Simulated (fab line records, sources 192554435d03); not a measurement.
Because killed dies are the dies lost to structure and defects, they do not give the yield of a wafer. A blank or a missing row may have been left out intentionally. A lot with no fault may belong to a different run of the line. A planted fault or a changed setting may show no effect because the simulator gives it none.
fab line records ; flow n5-finfet
[record] lots = 11; wafers = 33; last-day = 20
route steps=1938 shown BEOL_M3@1010 BEOL_M15@1808 MIM_TOP_LITHO@1847 PASSIVATION@1925
lots with no fault: from the same line, run without faults
start-h: start of the lot's first displayed wafer, in hours after the record's first day ; wait-h: hours elapsed since this lot's preceding step ; " identical to the entry in the row above ; L1.1+2: several wafers, shown together as one row ; - no value present, or no start provided ; * or withheld: withheld ; < > ~ a bound
route shown NAME@n: names a module that has steps shown in the file, with the first one's number in the route ; usual: mean/standard deviation of fault-free wafers ; same: alike in all rows ; chamber/n: place in a boat ; sites: the reading at each site ; _std_site: the standard deviation of these ; _edge_site: mean of outer sites minus mean of inner sites ; radius-mm: how far each site lies from the wafer's centre ; mask NAME#n: copy n ; behind: tool/chamber where the wafer was last shaped ; hold: what put the lot on hold/how long, in hours/how the hold closed ; device: the n, p or np transistor that did not switch ; end of line: the route-end tests of the same wafers ; step lacking rows: just its recipe ; killed: not the wafer's yield, but the dies lost to structure and defects at the first sort ; map: shows each die of a wafer: x if killed, . if not, _ if none is there
set.NAME: the setting as run; set.NAME@STEP: as run at that earlier step ; model.NAME: the simulator's own value behind a step, which no gauge read
a sample of lots followed through the steps of the route, with each step as a table and each wafer as a row
services: when a tool's chamber went out of use (start-h, in hours from the record's first day, below 0 if earlier), for how many hours, and the reason
[[steps]]
[step N5_BEOL_M3_SPUTTER_96]
[recipe] material = Cu; target-thk-a = 45; temp-c = -20; chamber-pressure-pa = 0.07; power-w = withheld; time-s = 8.29
[usual] chamber-pressure-pa = 0.07001/0.00014; chuck-gas-flow-sccm = 1.26/0.053; throttle-valve-pct = 29.7/1.1
lot.wafer;tool;chamber;start-h;wait-h;chamber-pressure-pa;chuck-gas-flow-sccm;throttle-valve-pct
L755.2;pvd-sputter-01;-;154.99;0.1;0.07037;1.21;29.0
L755.5;pvd-sputter-01;-;154.99;0.1;0.07026;1.30;29.8
L755.6;pvd-sputter-01;-;154.99;0.1;0.07017;1.28;31.2
L758.1;pvd-sputter-03;-;224.58;0.1;0.07015;1.28;28.1
L758.2;pvd-sputter-03;-;224.58;0.1;0.06978;1.27;29.3
L758.5;pvd-sputter-03;-;224.58;0.1;0.06966;1.18;29.3
L759.1;pvd-sputter-02;-;227.75;0.1;0.07001;1.30;30.2
L759.3;pvd-sputter-02;-;227.75;0.1;0.07006;1.30;31.4
L759.5;pvd-sputter-02;-;227.75;0.1;0.07003;1.19;28.8
L757.1;pvd-sputter-01;-;227.81;0.1;0.06994;1.35;28.8
L757.2;pvd-sputter-01;-;227.81;0.1;0.06988;1.25;31.3
L757.4;pvd-sputter-01;-;227.81;0.1;0.07004;1.26;28.4
L760.3;pvd-sputter-03;-;232.20;0.1;0.06977;1.29;29.1
L760.5;pvd-sputter-03;-;232.20;0.1;0.07003;1.34;29.2
L760.6;pvd-sputter-03;-;232.20;0.1;0.07;1.24;28.0
L763.1;pvd-sputter-02;-;237.88;0.1;0.07011;1.21;28.6
L763.3;pvd-sputter-02;-;237.88;0.1;0.06976;1.32;30.1
L763.4;pvd-sputter-02;-;237.88;0.1;0.07;1.18;30.2
L765.1;pvd-sputter-02;-;255.38;0.1;0.06988;1.31;31.6
L765.2;pvd-sputter-02;-;255.38;0.1;0.06998;1.27;30.5
L765.4;pvd-sputter-02;-;255.38;0.1;0.07008;1.31;28.9
L766.2;pvd-sputter-03;-;276.67;0.1;0.0699;1.27;27.6
L766.3;pvd-sputter-03;-;276.67;0.1;0.06987;1.31;28.9
L766.6;pvd-sputter-03;-;276.67;0.1;0.07012;1.32;29.3
L767.1;pvd-sputter-02;-;278.93;0.1;0.0699;1.13;28.6
L767.4;pvd-sputter-02;-;278.93;0.1;0.06977;1.26;31.6
L767.6;pvd-sputter-02;-;278.93;0.1;0.07003;1.20;30.4
L769.2;pvd-sputter-02;-;280.89;0.1;0.0702;1.26;30.5
L769.4;pvd-sputter-02;-;280.89;0.1;0.07001;1.24;29.7
L769.5;pvd-sputter-02;-;280.89;0.1;0.07028;1.26;28.3
L775.1;pvd-sputter-02;-;350.39;0.1;0.07004;1.32;29.8
L775.4;pvd-sputter-02;-;350.39;0.1;0.06993;1.22;31.5
L775.5;pvd-sputter-02;-;350.39;0.1;0.07012;1.31;30.4
[step N5_BEOL_M15_ETCH_61]
[recipe] chemistry = N2/H2; target = BARC; target-depth-a = 890; overetch-a = 267; time-s = 67.9; ion-energy-ev = 200; pressure-mtorr = 30; source-w = 840; bias-w = 150; n2-flow-sccm = 200; h2-flow-sccm = 200
[usual] drypump-motor-current-A = 5.7/0.38; oes-product-au = 0.65/0.064; rf-vpp-V = 523.5/2.7; showerhead-plenum-p-Torr = 2.54/0.095; throttle-valve-pct = 18.04/0.21
lot.wafer;tool;chamber;start-h;wait-h;drypump-motor-current-A;oes-product-au;rf-hours-counter-h;rf-vpp-V;showerhead-plenum-p-Torr;throttle-valve-pct
L755.2;rie-diel-03;3;294.55;0.0;5.5;0.59;207;526.8;2.63;18.06
L755.5;rie-diel-03;0;294.55;0.0;5.9;0.66;-;526.2;2.66;18.08
L755.6;rie-diel-03;3;294.55;0.0;5.4;0.59;-;525.4;2.63;18.07
L758.1;rie-diel-03;2;320.65;0.0;5.7;0.58;245;520.2;2.41;18.06
L758.2;rie-diel-03;3;320.65;0.0;5.5;0.59;215;525.7;2.62;18.07
L758.5;rie-diel-03;2;320.65;0.0;5.7;0.57;-;520.4;2.41;18.05
L757.1;rie-diel-03;0;322.39;0.0;5.9;0.66;136;527.5;2.66;18.10
L757.2;rie-diel-03;3;322.39;0.0;5.5;0.58;216;524.5;2.62;18.10
L757.4;rie-diel-03;3;322.39;0.0;5.5;0.58;-;525.9;2.62;18.08
L759.1;rie-diel-02;1;327.61;0.0;5.6;0.62;199;520.9;2.42;18.21
L759.3;rie-diel-02;3;327.61;0.0;5.9;0.60;218;520.2;2.42;17.99
L759.5;rie-diel-02;3;327.61;0.0;5.9;0.60;-;520.6;2.42;17.99
L760.3;rie-diel-05;1;327.91;0.0;5.4;0.72;77;524.1;2.58;17.73
L760.5;rie-diel-05;2;327.91;0.0;6.2;0.75;-;523.8;2.48;17.80
L760.6;rie-diel-05;1;327.91;0.0;5.4;0.70;-;523.3;2.58;17.73
L763.1;rie-diel-05;3;341.36;0.0;6.3;0.62;195;523.5;2.51;18.22
L763.3;rie-diel-05;2;341.36;0.0;6.2;0.74;54;521.6;2.48;17.81
L763.4;rie-diel-05;1;341.36;0.0;5.4;0.71;-;524.0;2.57;17.71
L765.1;rie-diel-02;1;351.02;0.0;5.6;0.61;209;519.9;2.42;18.25
L765.2;rie-diel-02;2;351.02;0.0;6.0;0.69;111;520.3;2.45;17.95
L765.4;rie-diel-02;1;351.02;0.0;5.6;0.61;-;520.3;2.42;18.23
L766.2;rie-diel-02;2;367.81;0.0;6.1;0.68;119;521.1;2.45;17.96
L766.3;rie-diel-02;3;367.81;0.0;5.9;0.59;237;520.2;2.41;18.03
L766.6;rie-diel-02;0;367.81;0.0;4.8;0.75;-;525.7;2.58;17.87
L767.1;rie-diel-03;1;372.82;0.0;5.7;0.59;226;523.0;2.51;18.40
L767.4;rie-diel-03;0;372.82;0.0;5.8;0.65;-;527.7;2.65;18.12
L767.6;rie-diel-03;3;372.82;0.0;5.5;0.57;-;524.6;2.62;18.08
L769.2;rie-diel-03;0;377.03;0.0;6.0;0.65;148;527.0;2.65;18.12
L769.4;rie-diel-03;1;377.03;0.0;5.8;0.59;-;524.3;2.51;18.42
L769.5;rie-diel-03;0;377.03;0.0;5.9;0.65;-;527.6;2.65;18.13
L775.1;rie-diel-03;1;462.57;0.0;5.7;0.58;249;522.0;2.50;18.44
L775.4;rie-diel-03;1;462.57;0.0;5.8;0.58;-;521.4;2.50;18.46
L775.5;rie-diel-03;0;462.57;0.0;6.0;0.64;-;526.5;2.64;18.17
[step N5_MIM_TOP_LITHO_CD_MEAS_08]
[recipe] target-cd-nm = 2000; landing-energy-ev = 500; detector = se-inlens
[usual] cd-nm = 2000.3/1.3
lot.wafer;tool;chamber;start-h;wait-h;cd-nm
L755.2;cd-sem-01;0;303.99;-;2002.7
L755.5;cd-sem-01;0;303.99;-;2003.8
L755.6;cd-sem-01;0;303.99;-;2002.1
L758.1;cd-sem-01;0;327.63;-;2001.8
L758.2;cd-sem-01;0;327.63;-;2000.8
L758.5;cd-sem-01;0;327.63;-;1999.7
L757.1;cd-sem-01;0;327.79;-;1999.0
L757.2;cd-sem-01;0;327.79;-;1998.5
L757.4;cd-sem-01;0;327.79;-;2001.2
L759.1;cd-sem-03;0;336.71;-;2001.0
L759.3;cd-sem-03;0;336.71;-;1999.9
L759.5;cd-sem-03;0;336.71;-;1999.1
L760.3;cd-sem-03;0;336.87;-;2001.1
L760.5;cd-sem-03;0;336.87;-;1999.6
L760.6;cd-sem-03;0;336.87;-;1999.1
L763.1;cd-sem-03;0;348.61;-;1999.4
L763.3;cd-sem-03;0;348.61;-;2000.4
L763.4;cd-sem-03;0;348.61;-;1999.7
L765.1;cd-sem-02;0;358.78;-;2000.5
L765.2;cd-sem-02;0;358.78;-;2000.9
L765.4;cd-sem-02;0;358.78;-;1999.6
L766.2;cd-sem-01;0;374.15;-;1998.5
L766.3;cd-sem-01;0;374.15;-;1999.8
L766.6;cd-sem-01;0;374.15;-;1999.9
L767.1;cd-sem-01;0;380.52;-;1999.0
L767.4;cd-sem-01;0;380.52;-;1998.4
L767.6;cd-sem-01;0;380.52;-;1999.3
L769.2;cd-sem-01;0;386.38;-;1999.2
L769.4;cd-sem-01;0;386.38;-;1998.7
L769.5;cd-sem-01;0;386.38;-;1999.4
L775.1;cd-sem-01;0;469.70;-;2002.2
L775.4;cd-sem-01;0;469.70;-;1999.8
L775.5;cd-sem-01;0;469.70;-;2000.6
[step N5_PASSIVATION_CD_MEAS_44]
[recipe] target-cd-nm = 40000; landing-energy-ev = 500; detector = se-inlens
[usual] cd-nm = 39999/3.1
lot.wafer;tool;chamber;start-h;wait-h;cd-nm
L755.2;cd-sem-03;0;312.33;-;39996
L755.5;cd-sem-03;0;312.33;-;39999
L755.6;cd-sem-03;0;312.33;-;39996
L758.1;cd-sem-02;0;338.15;-;40004
L758.2;cd-sem-02;0;338.15;-;40001
L758.5;cd-sem-02;0;338.15;-;40000
L757.1;cd-sem-03;0;338.19;-;39998
L757.2;cd-sem-03;0;338.19;-;40000
L757.4;cd-sem-03;0;338.19;-;40000
L759.1;cd-sem-03;0;345.64;-;40000
L759.3;cd-sem-03;0;345.64;-;40001
L759.5;cd-sem-03;0;345.64;-;40001
L760.3;cd-sem-03;0;345.88;-;39996
L760.5;cd-sem-03;0;345.88;-;39997
L760.6;cd-sem-03;0;345.88;-;39999
L763.1;cd-sem-02;0;357.70;-;40002
L763.3;cd-sem-02;0;357.70;-;39998
L763.4;cd-sem-02;0;357.70;-;40000
L765.1;cd-sem-02;0;366.31;-;39998
L765.2;cd-sem-02;0;366.31;-;40000
L765.4;cd-sem-02;0;366.31;-;40003
L766.2;cd-sem-02;0;382.00;-;40001
L766.3;cd-sem-02;0;382.00;-;39996
L766.6;cd-sem-02;0;382.00;-;39998
L767.1;cd-sem-01;0;389.18;-;40003
L767.4;cd-sem-01;0;389.18;-;40002
L767.6;cd-sem-01;0;389.18;-;40006
L769.2;cd-sem-03;0;392.51;-;40000
L769.4;cd-sem-03;0;392.51;-;39998
L769.5;cd-sem-03;0;392.51;-;39997
L775.1;cd-sem-02;0;475.50;-;39998
L775.4;cd-sem-02;0;475.50;-;40001
L775.5;cd-sem-02;0;475.50;-;39997
[step N5_PASSIVATION_PROBE_49]
[usual] defect-limited-yield = 91.2/1.3; killed_at_M0_to_M3 = 34/9.2; killed_at_M4_up = 14/5; killed-at-contacts = 13/6.7; killed-at-front-end = 39/12; killed-at-other = 4/3.3; killed-dies = 104/15; killed-on-rim = 14/3.7; killed-open = 68/12; killed-short = 34/7.5; sort_bin_5_function = 5.2/0.87; sort_bin_6_memory = 3.3/0.63; sort-n-pass = 1076/15; sort-yield-pct = 91.2/1.3
[same] gross-dies = 1180; killed-at-back-side = 0; sort_bin_4_leakage[%] = 0; sort_bin_8_speed[%] = 0
lot.wafer;tool;chamber;start-h;wait-h;defect-limited-yield[%];killed_at_M0_to_M3;killed_at_M4_up;killed-at-contacts;killed-at-front-end;killed-at-other;killed-dies;killed-on-rim;killed-open;killed-short;sort_bin_5_function[%];sort_bin_6_memory[%];sort-n-pass;sort-yield-pct[%]
L775.1;prober-02;-;478.68;0.0;88.6;75;12;12;34;2;135;26;62;26;6.4;3.0;1045;88.6
L775.4;prober-02;-;478.83;0.2;89.9;38;21;16;37;7;119;20;76;38;6.3;3.1;1061;89.9
L775.5;prober-02;-;478.88;0.2;91.7;32;8;12;45;1;98;12;63;32;5.1;2.7;1082;91.7
// killed by level:class
L775.1 BEOL_M3:unspecified=46 BEOL_M1:geometric-particle:open=11 MOL_CONTACT_COAG:geometric-particle:open=8 DUMMY_GATE:geometric-particle:open=7 STI_FIN_REVEAL:geometric-particle:open=5 BEOL_M0_SAQP:geometric-particle:open=5 BEOL_M2:geometric-particle:open=5 GATE_CUT:geometric-particle:short=4
L775.4 MOL_CONTACT_COAG:geometric-particle:open=15 BEOL_M0_SAQP:geometric-particle:open=11 STI_FIN_REVEAL:geometric-particle:open=9 BEOL_M0_SAQP:geometric-particle:short=9 BEOL_M5:geometric-particle:open=8 FIN_SAQP:geometric-particle:short=6 BEOL_M1:geometric-particle:open=6 BEOL_M2:geometric-particle:open=6
L775.5 STI_FIN_REVEAL:geometric-particle:open=14 MOL_CONTACT_COAG:geometric-particle:open=11 BEOL_M0_SAQP:geometric-particle:short=9 FIN_SAQP:geometric-particle:open=6 BEOL_M0_SAQP:geometric-particle:open=6 BEOL_M2:geometric-particle:open=6 FIN_SAQP:geometric-particle:short=5 BEOL_M3:geometric-particle:open=4
[[services]]
tool;chamber;start-h;hours;kind
rie-diel-02;-;151.09;15.6;pm
rie-diel-05;-;153.22;28.1;pm
pvd-sputter-03;-;188.94;5.9;repair
rie-diel-05;3;189.24;1.3;repair
pvd-sputter-02;-;202.44;2.8;repair
rie-diel-05;-;207.38;2.6;repair
pvd-sputter-03;-;211.08;3.7;repair
rie-diel-05;1;213.83;14.7;repair
rie-diel-05;-;217.62;0.7;repair
rie-diel-05;3;227.96;6.0;repair
rie-diel-02;-;241.35;2.8;pm
rie-diel-02;3;250.98;4.4;repair
rie-diel-03;3;251.86;6.5;repair
rie-diel-02;0;294.77;12.3;repair
rie-diel-03;1;312.30;15.5;repair
rie-diel-02;2;322.19;4.5;repair
rie-diel-03;-;327.21;28.1;pm
rie-diel-02;-;332.96;1.8;repair
rie-diel-02;0;350.85;2.9;repair
rie-diel-02;-;368.45;4.3;pm
rie-diel-03;-;374.24;1.1;repair
rie-diel-03;-;408.89;2.8;pm
rie-diel-02;-;412.46;0.3;repair
pvd-sputter-02;-;444.70;7.5;repair
[[key]]
[first-sign] step = N5_PASSIVATION_PROBE_49; reading = killed_at_M0_to_M3; direction = up; sigmas = 4.4; usual = 34; struck = 75
[effect] step = N5_PASSIVATION_PROBE_49; reading = killed-on-rim; direction = up; sigmas = 3.3; usual = 14; struck = 26
[more-kills-born-at] N5_BEOL_M3_SPUTTER_96@pvd-sputter-02 = 46
met-at N5_BEOL_M3_SPUTTER_96
struck-lots L775
struck-wafers L775.1
not-acting-at N5_BEOL_M15_ETCH_61,N5_MIM_TOP_LITHO_CD_MEAS_08,N5_PASSIVATION_CD_MEAS_44
onset-between 280.89 350.39
[fault] kind = chamber-particle-source; tool = pvd-sputter-02; chamber = -; onset-h = 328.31; steps = N5_BEOL_M3_SPUTTER_96; rate-per-visit-cm2 = 2.0565; end-h = 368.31; scope = struck-wafers-only
